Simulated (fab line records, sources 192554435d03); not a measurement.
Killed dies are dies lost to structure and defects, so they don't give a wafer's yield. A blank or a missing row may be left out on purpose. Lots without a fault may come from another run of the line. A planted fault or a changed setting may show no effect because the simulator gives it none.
fab line records | flow n5_finfet
record lots=7 wafers=21
route steps=1938 shown BEOL_M7@1299 BEOL_M8@1368
start_h: hours from the record's first day to the start of the lot's first wafer shown | wait_h: hours since the lot's step before | " the same as in the row above | L1.1+2: a row that stands for several wafers | - no value, or no start given | * or withheld: withheld | < > ~ a bound
route shown NAME@n: a module of which the file shows steps, and the number in the route of the first | usual: mean/standard deviation of fault-free wafers | same: alike in all rows | chamber/n: place in a boat | sites: the reading at each site | _std_site: their standard deviation | _edge_site: outer sites' mean less inner sites' | radius_mm: how far each site lies from the wafer's centre | mask NAME#n: copy n | behind: the tool/chamber that last shaped the wafer | hold: why the lot was held/for how many hours/how that ended | device: the transistor (n, p or np) that didn't switch | end of line: the same wafers' tests at the end of the route | a step without rows: its recipe alone | killed: dies lost to structure and defects at the first sort, not the wafer's yield | map: a wafer's dies, x killed, . not, _ none there
set.NAME: the setting as run; set.NAME@STEP: as run at that earlier step | model.NAME: the simulator's own value behind a step, which no gauge read
lots whose settings were changed on purpose; a table a step, a row a wafer
## steps
# step N5_BEOL_M7_DESCUM_33
# recipe chemistry=O2 time_s=7 source_power_w=50 bias_power_w=20 pressure_mtorr=20 rf_frequency_hz=2.712e+07 temp_c=40 resist=CAR-EUV o2_flow_sccm=225
# columns lot.wafer tool chamber start_h wait_h set.time_s model.CAR-EUV_of_BEOL_M7_COAT_22.thk_nm
L081.1+2+3 rie_diel-01 0,1,3 231.14 0.0 7 26
L082.2+4 rie_diel-01 1,3 237.48 0.0 7 26.2
L082.6 " 1 " " 7 26
L084.2+6 rie_diel-01 2,0 241.70 0.2 7 26
L084.3 " 1 " " 6.474 26.4
L087.1 rie_diel-06 2 274.42 0.0 7.621 25.6
L087.2 " 3 " " 7 26.2
L087.3 " 2 " " 7 26
L090.2+3+5 rie_diel-06 1,2,3 302.38 0.0 7 26
L092.2 rie_diel-02 3 306.39 0.0 7 26
L092.4 " 0 " " 8.235 25.4
L092.6 " 2 " " 7 26.2
L091.2 rie_diel-01 2 306.74 0.3 7 26.2
L091.3 " 1 " " 7 26
L091.6 " 1 " " 5.821 26.6
# step N5_BEOL_M7_ETCH_72
# recipe chemistry=N2/H2 target=underlayer target_depth_a=65 mask_material=CAR-EUV time_s=5.2 ion_energy_ev=200 pressure_mtorr=30 source_w=840 bias_w=150 n2_flow_sccm=200 h2_flow_sccm=200 ends=cleared
# columns lot.wafer tool chamber start_h wait_h set.time_s@BEOL_M7_DESCUM_33 model.CAR-EUV_of_BEOL_M7_COAT_22.thk_nm
L081.1+2+3 rie_diel-01 0,1,3 231.17 0.0 7 20.2
L082.2+4 rie_diel-01 1,3 237.51 0.0 7 20.4
L082.6 " 1 " " 7 20.2
L084.2+6 rie_diel-01 2,0 241.74 0.0 7 20.4
L084.3 " 1 " " 6.474 20.6
L087.1 rie_diel-06 2 274.47 0.0 7.621 20
L087.2 " 3 " " 7 20.4
L087.3 " 2 " " 7 20.2
L090.2 rie_diel-06 1 302.41 0.0 7 20.2
L090.3+5 " 2,3 " " 7 20.4
L092.2+6 rie_diel-02 3,2 306.43 0.0 7 20.4
L092.4 " 0 " " 8.235 19.8
L091.2 rie_diel-01 2 306.77 0.0 7 20.4
L091.3 " 1 " " 7 20.2
L091.6 " 1 " " 5.821 20.8
# step N5_BEOL_M7_ETCH_65
# recipe chemistry=CF4 target=SiARC target_depth_a=156 mask_material=CAR-EUV time_s=26 ion_energy_ev=80 pressure_mtorr=40 source_w=545 bias_w=36 Ar_flow_sccm=100 cf4_flow_sccm=100 ends=cleared
# columns lot.wafer tool chamber start_h wait_h set.time_s@BEOL_M7_DESCUM_33 model.CAR-EUV_of_BEOL_M7_COAT_22.thk_nm
L081.1+3 rie_diel-01 0,3 231.19 0.0 7 11
L081.2 " 1 " " 7 11.2
L082.2+4 rie_diel-01 1,3 237.53 0.0 7 11.2
L082.6 " 1 " " 7 11
L084.2+6 rie_diel-01 2,0 241.75 0.0 7 11.2
L084.3 " 1 " " 6.474 11.4
L087.1 rie_diel-06 2 274.50 0.0 7.621 10.6
L087.2 " 3 " " 7 11.2
L087.3 " 2 " " 7 11
L090.2+3 rie_diel-06 1,2 302.43 0.0 7 11
L090.5 " 3 " " 7 11.2
L092.2+6 rie_diel-02 3,2 306.45 0.0 7 11.2
L092.4 " 0 " " 8.235 10.6
L091.2 rie_diel-01 2 306.79 0.0 7 11.2
L091.3 " 1 " " 7 11
L091.6 " 1 " " 5.821 11.6
# step N5_BEOL_M7_TRENCH_ETCH_37
# recipe chemistry=C4F6/O2 target_depth_a=934.78 target=SiCOH_lowk time_s=31.2 ion_energy_ev=250 pressure_mtorr=30 source_w=345 bias_w=185 Ar_flow_sccm=300 C4F6_flow_sccm=10 O2_flow_sccm=10
# columns lot.wafer tool chamber start_h wait_h set.time_s set.target_thk_a@BEOL_M7_HM_DEP_02 model.etch.depth_nm model.BEOL_M7.feature_depth_nm model.TiN_of_BEOL_M7_HM_DEP_02.thk_nm
L081.1 rie_diel-01 0 - - 31.2 200 91.59 91.6 17.4
L081.2 " 1 " " 26.19 200 78.95 79 17.8
L081.3 " 3 " " 26.19 200 76.85 76.8 17.8
L082.2 rie_diel-01 1 - - 31.2 200 94.51 94.6 17.6
L082.4 " 3 " " 31.2 200 91.63 91.6 17.8
L082.6 " 1 " " 31.2 200 93.47 93.4 17.8
L084.2 rie_diel-01 2 - - 28.59 225.8 83.79 83.8 19.8
L084.3 " 1 " " 31.2 200 94.41 94.4 16.8
L084.6 " 0 " " 28.59 200 84.55 84.6 17.4
L087.1 rie_diel-06 2 - - 31.2 187 93.96 94 15.8
L087.2 " 3 " " 34.24 187 102.7 102.6 15.4
L087.3 " 2 " " 31.2 200 94.14 94.2 17.4
L090.2 rie_diel-06 1 - - 31.2 200 93.22 93.2 17.8
L090.3 " 2 " " 31.2 200 94.04 94 17.6
L090.5 " 3 " " 31.2 200 94.46 94.4 17.4
L092.2 rie_diel-02 3 - - 31.2 200 92.13 92.2 17.6
L092.4 " 0 " " 31.2 226.6 95.75 95.8 19.8
L092.6 " 2 " " 31.2 226.6 93.65 93.6 20.4
L091.2 rie_diel-01 2 - - 31.2 178.6 95.65 95.6 15
L091.3 " 1 " " 31.2 178.6 94.27 94.2 15.2
L091.6 " 1 " " 31.2 200 94.18 94.2 17.4
# step N5_BEOL_M7_ETCH_41
# recipe chemistry=CH3F/O2 target=SiCN target_depth_a=319 taper_deg=2 time_s=57.8 ion_energy_ev=120 mask_material=TiN pressure_mtorr=30 source_w=395 bias_w=75 Ar_flow_sccm=150 CH3F_flow_sccm=30 O2_flow_sccm=20
# step N5_BEOL_M7_STRIP_80
# recipe chemistry=N2/H2 time_s=10 power_w=450 temp_c=40 pressure_mtorr=20 rf_frequency_hz=6e+07 bias_power_w=7 n2_flow_sccm=200 h2_flow_sccm=200
# step N5_BEOL_M7_OCD_MEAS_38
# usual trench_depth_nm=93.3/1.4
# columns lot.wafer tool chamber start_h wait_h set.time_s@BEOL_M7_TRENCH_ETCH_37 trench_depth_nm
L081.1 ocd-01 - 231.56 - 31.2 91.7
L081.2 " - " " 26.19 78.9
L081.3 " - " " 26.19 77.2
L082.2 ocd-01 - 237.91 - 31.2 94.6
L082.4 " - " " 31.2 91.6
L082.6 " - " " 31.2 93.4
L084.2 ocd-02 - 242.13 - 28.59 84.0
L084.3 " - " " 31.2 94.4
L084.6 " - " " 28.59 84.6
L087.1 ocd-01 - 275.05 - 31.2 94.1
L087.2 " - " " 34.24 103.3
L087.3 " - " " 31.2 94.5
L090.2 ocd-02 - 302.81 - 31.2 93.8
L090.3 " - " " 31.2 94.0
L090.5 " - " " 31.2 94.5
L092.2 ocd-01 - 306.83 - 31.2 92.0
L092.4 " - " " 31.2 95.9
L092.6 " - " " 31.2 93.5
L091.2 ocd-01 - 307.17 - 31.2 95.8
L091.3 " - " " 31.2 93.8
L091.6 " - " " 31.2 94.2
# step N5_BEOL_M7_HM_STRIP_39
# recipe chemistry=peroxide_tin_strip material=TiN target_depth_a=250 temp_c=50 time_s=158
# step N5_BEOL_M7_SRD_40
# recipe time_s=30 temp_c=23 rinse_liquid=diw dry=ipa_marangoni
# step N5_BEOL_M7_ECD_50
# recipe material=Cu target_thk_a=3000
# step N5_BEOL_M7_ANNEAL_51
# recipe temp_c=225 time_s=90 ambient=N2
# step N5_BEOL_M7_CMP_52
# recipe stop_on=SiCOH_lowk t_overpolish_s=6.9 down_force_psi=1 platen_rpm=50 clearing_platen_down_force_psi=1.5 clearing_platen_rpm=50 post_cmp_clean=cu_alkaline target_thk_nm=80 clearing_platen_pad_velocity_m_s=0.99484 pad_velocity_m_s=0.99484
# columns lot.wafer tool chamber start_h wait_h set.time_s@BEOL_M7_TRENCH_ETCH_37 model.Cu_of_BEOL_M7_ECD_50.thk_nm
L081.1 cmp-03 1 235.09 0.4 31.2 78.6
L081.3 " 2 " " 26.19 65
L081.2 " 0 " " 26.19 65.2
L082.4 cmp-03 2 242.28 0.2 31.2 78.4
L082.2 " 3 " " 31.2 81.8
L082.6 " 2 " " 31.2 80.8
L084.3 cmp-03 0 247.50 0.2 31.2 80.2
L084.2 " 1 " " 28.59 71
L084.6 " 3 " " 28.59 70.8
L087.1 cmp-03 1 276.82 0.3 31.2 79.8
L087.2 " 2 " " 34.24 89.4
L087.3 " 3 " " 31.2 80
L090.3+2+5 cmp-03 3,1,0 304.74 0.2 31.2 80.2
L092.4 cmp-02 1 308.97 0.2 31.2 81.8
L092.2 " 2 " " 31.2 78.4
L092.6 " 0 " " 31.2 79.2
L091.3 cmp-01 2 309.22 0.2 31.2 82.4
L091.2 " 0 " " 31.2 83.2
L091.6 " 1 " " 31.2 81.8
# step N5_BEOL_M7_THK_MEAS_53
# recipe thk_meas_gauge=xrf reads=Cu_of_BEOL_M7_ECD_50
# usual M7_THK=81.1/1.9
# columns lot.wafer tool chamber start_h wait_h set.time_s@BEOL_M7_TRENCH_ETCH_37 M7_THK[nm]
L081.1 film_metro-01 - 235.39 - 31.2 79.8
L081.2 " - " " 26.19 66.2
L081.3 " - " " 26.19 65.9
L082.2 film_metro-01 - 242.57 - 31.2 82.9
L082.4 " - " " 31.2 79.7
L082.6 " - " " 31.2 82.3
L084.2 film_metro-02 - 247.76 - 28.59 71.8
L084.3 " - " " 31.2 81.1
L084.6 " - " " 28.59 71.6
L087.1 film_metro-01 - 277.11 - 31.2 80.5
L087.2 " - " " 34.24 90.4
L087.3 " - " " 31.2 81.1
L090.2 film_metro-01 - 305.03 - 31.2 80.8
L090.3 " - " " 31.2 81.3
L090.5 " - " " 31.2 80.9
L092.2 film_metro-02 - 309.19 - 31.2 79.4
L092.4 " - " " 31.2 83.1
L092.6 " - " " 31.2 80.2
L091.2 film_metro-02 - 309.47 - 31.2 85.5
L091.3 " - " " 31.2 84.5
L091.6 " - " " 31.2 83.4
# step N5_BEOL_M7_PRE_CLEAN_55
# recipe gas=NH3 time_s=15 temp_c=withheld rf_power_w=300
# step N5_BEOL_M7_DEP_56
# recipe material=SiCN target_thk_a=100 temp_c=withheld precursor=3MS/NH3 pressure_torr=3 rf_w=202 time_s=17.5
# step N5_BEOL_M7_RS_MEAS_57
# recipe thk_meas_gauge=four-point-probe reads=Cu_of_BEOL_M7_ECD_50+Co_of_BEOL_M7_CVD_78+TaN_of_BEOL_M7_ALD_77
# usual M7_RS=0.286/0.0074
# columns lot.wafer tool chamber start_h wait_h set.time_s@BEOL_M7_TRENCH_ETCH_37 M7_RS[ohm/sq]
L081.1 film_metro-01 - 235.52 0.1 31.2 0.292
L081.2 " - " " 26.19 0.366
L081.3 " - " " 26.19 0.367
L082.2 film_metro-01 - 242.70 0.1 31.2 0.279
L082.4 " - " " 31.2 0.293
L082.6 " - " " 31.2 0.283
L084.2 film_metro-02 - 247.89 0.1 28.59 0.329
L084.3 " - " " 31.2 0.285
L084.6 " - " " 28.59 0.331
L087.1 film_metro-02 - 277.25 0.1 31.2 0.287
L087.2 " - " " 34.24 0.251
L087.3 " - " " 31.2 0.286
L090.2 film_metro-02 - 305.16 0.1 31.2 0.285
L090.3 " - " " 31.2 0.285
L090.5 " - " " 31.2 0.284
L092.2 film_metro-02 - 309.32 0.1 31.2 0.293
L092.4 " - " " 31.2 0.278
L092.6 " - " " 31.2 0.289
L091.2 film_metro-02 - 309.60 0.1 31.2 0.273
L091.3 " - " " 31.2 0.276
L091.6 " - " " 31.2 0.278
# step N5_BEOL_M8_DESCUM_33
# recipe chemistry=O2 time_s=7 source_power_w=50 bias_power_w=20 pressure_mtorr=20 rf_frequency_hz=2.712e+07 temp_c=40 resist=CAR-EUV o2_flow_sccm=225
# columns lot.wafer tool chamber start_h wait_h set.time_s model.CAR-EUV_of_BEOL_M8_COAT_22.thk_nm
L081.1+2 rie_diel-03 3,2 241.40 0.0 7.698 25.8
L081.3 " 1 " " 7 26
L082.2+6 rie_diel-03 2,1 252.01 0.0 7 26
L082.4 " 0 " " 7 26.2
L084.2+3 rie_diel-04 0,2 253.78 0.1 7 26
L084.6 " 0 " " 5.707 26.6
L087.1 rie_diel-03 3 281.26 0.0 7 26.2
L087.2+3 " 1,2 " " 7 26
L090.2 rie_diel-03 0 311.75 0.0 7 26.2
L090.3 " 1 " " 7.947 25.6
L090.5 " 1 " " 7 25.8
L091.2 rie_diel-04 3 315.61 0.0 7 26.4
L091.3 " 2 " " 7.781 26
L091.6 " 3 " " 7.781 25.8
L092.2+4+6 rie_diel-03 2,1,0 315.78 0.0 7 26.2
# step N5_BEOL_M8_ETCH_72
# recipe chemistry=N2/H2 target=underlayer target_depth_a=65 mask_material=CAR-EUV time_s=5.2 ion_energy_ev=200 pressure_mtorr=30 source_w=840 bias_w=150 n2_flow_sccm=200 h2_flow_sccm=200 ends=cleared
# columns lot.wafer tool chamber start_h wait_h set.time_s@BEOL_M8_DESCUM_33 model.CAR-EUV_of_BEOL_M8_COAT_22.thk_nm
L081.1+2 rie_diel-03 3,2 241.43 0.0 7.698 20
L081.3 " 1 " " 7 20.4
L082.2+4+6 rie_diel-03 2,0,1 252.04 0.0 7 20.4
L084.2+3 rie_diel-04 0,2 253.82 0.0 7 20.2
L084.6 " 0 " " 5.707 21
L087.1+2+3 rie_diel-03 3,1,2 281.30 0.0 7 20.4
L090.2 rie_diel-03 0 311.78 0.0 7 20.4
L090.3 " 1 " " 7.947 20
L090.5 " 1 " " 7 20.2
L091.2 rie_diel-04 3 315.64 0.0 7 20.6
L091.3+6 " 2,3 " " 7.781 20.2
L092.2+4+6 rie_diel-03 2,1,0 315.81 0.0 7 20.4
# step N5_BEOL_M8_ETCH_65
# recipe chemistry=CF4 target=SiARC target_depth_a=156 mask_material=CAR-EUV time_s=26 ion_energy_ev=80 pressure_mtorr=40 source_w=545 bias_w=36 Ar_flow_sccm=100 cf4_flow_sccm=100 ends=cleared
# columns lot.wafer tool chamber start_h wait_h set.time_s@BEOL_M8_DESCUM_33 model.CAR-EUV_of_BEOL_M8_COAT_22.thk_nm
L081.1+2 rie_diel-03 3,2 241.45 0.0 7.698 10.8
L081.3 " 1 " " 7 11.2
L082.2+4+6 rie_diel-03 2,0,1 252.06 0.0 7 11.2
L084.2+3 rie_diel-04 0,2 253.83 0.0 7 11
L084.6 " 0 " " 5.707 11.6
L087.1+2+3 rie_diel-03 3,1,2 281.31 0.0 7 11.2
L090.2 rie_diel-03 0 311.80 0.0 7 11.2
L090.3 " 1 " " 7.947 10.8
L090.5 " 1 " " 7 11
L091.2 rie_diel-04 3 315.66 0.0 7 11.4
L091.3 " 2 " " 7.781 11
L091.6 " 3 " " 7.781 10.8
L092.2+6 rie_diel-03 2,0 315.83 0.0 7 11.4
L092.4 " 1 " " 7 11.2
## key
split step=N5_BEOL_M7_DESCUM_33 setting=time_s stated=7 by=wafer
response step=N5_BEOL_M7_DESCUM_33 reading=model.CAR-EUV_of_BEOL_M7_COAT_22.thk_nm change=-0.0386 per=1% r=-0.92
response step=N5_BEOL_M7_ETCH_72 reading=model.CAR-EUV_of_BEOL_M7_COAT_22.thk_nm change=-0.0317 per=1% r=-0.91
response step=N5_BEOL_M7_ETCH_65 reading=model.CAR-EUV_of_BEOL_M7_COAT_22.thk_nm change=-0.0342 per=1% r=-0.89
split step=N5_BEOL_M7_TRENCH_ETCH_37 setting=time_s stated=31.2 by=wafer
response step=N5_BEOL_M7_TRENCH_ETCH_37 reading=model.etch.depth_nm change=+0.921 per=1% r=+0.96
response step=N5_BEOL_M7_TRENCH_ETCH_37 reading=model.BEOL_M7.feature_depth_nm change=+0.918 per=1% r=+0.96
response step=N5_BEOL_M7_OCD_MEAS_38 reading=trench_depth_nm change=+0.928 per=1% r=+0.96
response step=N5_BEOL_M7_CMP_52 reading=model.Cu_of_BEOL_M7_ECD_50.thk_nm change=+0.916 per=1% r=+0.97
response step=N5_BEOL_M7_THK_MEAS_53 reading=M7_THK change=+0.935 per=1% r=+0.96
response step=N5_BEOL_M7_RS_MEAS_57 reading=M7_RS change=-0.00454 per=1% r=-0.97
split step=N5_BEOL_M8_DESCUM_33 setting=time_s stated=7 by=wafer
response step=N5_BEOL_M8_DESCUM_33 reading=model.CAR-EUV_of_BEOL_M8_COAT_22.thk_nm change=-0.0322 per=1% r=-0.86
response step=N5_BEOL_M8_ETCH_72 reading=model.CAR-EUV_of_BEOL_M8_COAT_22.thk_nm change=-0.0365 per=1% r=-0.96
response step=N5_BEOL_M8_ETCH_65 reading=model.CAR-EUV_of_BEOL_M8_COAT_22.thk_nm change=-0.033 per=1% r=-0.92
split outside_this_file step=N5_BEOL_M7_HM_DEP_02 setting=target_thk_a
# split outside_this_file: this setting was split too, and the file shows its column; the key of that split is in another file
